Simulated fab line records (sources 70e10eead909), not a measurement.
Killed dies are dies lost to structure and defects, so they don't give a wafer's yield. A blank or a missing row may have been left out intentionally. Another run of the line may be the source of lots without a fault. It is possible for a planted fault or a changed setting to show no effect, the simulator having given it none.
Chamber matching    flow nandHarc    NHARC_A_CHANNEL_FILL_D2_ALD_02 on aldHk-03: 4 sister chambers
The step deposits SiO2, target thk 6 nm, pulse time 10 s, ald cycles 60. 8 wafers are shown with their chamber, then 8 later ones without.

## WAFERS PAIRED WITH THEIR CHAMBERS
wafer   chamber  heaterPowerW (W)  precursorPulseHeightRel
L138.4  3        477               0.987
L146.3  0        428               1.012
L146.4  1        521               1.028
L146.6  1        515               0.992
L149.2  0        423               0.970
L149.3  3        463               1.001
L149.5  2        515               1.010
L153.1  2        508               1.010

## WAFERS WITH NO CHAMBER GIVEN
wafer   heaterPowerW (W)  precursorPulseHeightRel
L153.2  432               0.991
L153.4  452               0.998
L154.2  451               1.001
L154.5  441               1.002
L154.6  459               1.005
L156.1  429               0.996
L156.2  530               1.027
L156.5  508               1.002

## THE CHAMBER EACH PASSED THROUGH
wafer   from the rows above      in truth
L153.2  0                        0
L153.4  can't be placed: 3 or 0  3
L154.2  can't be placed: 3 or 0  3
L154.5  0                        0
L154.6  3                        3
L156.1  0                        0
L156.2  can't be placed: 1 or 2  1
L156.5  can't be placed: 2 or 1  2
Correctly placed: 4 of 8. These rows do not allow placing 4 (true chamber among the candidates in 4). Placed wrongly: 0.
How it was worked out, from the rows above alone: a wafer's distance from a chamber is the root of the sum, over the readings, of the square of ((its reading less the chamber's mean) divided by the reading's scatter). If the next closest chamber is less than 2 further off than the closest, the wafer can't be placed; otherwise it belongs to the closest. Each chamber's mean is taken over the wafers shown for it. The scatter: take each reading less its chamber's mean, square it, sum over the shown wafers, divide by the number of wafers less the number of chambers, and take the root.
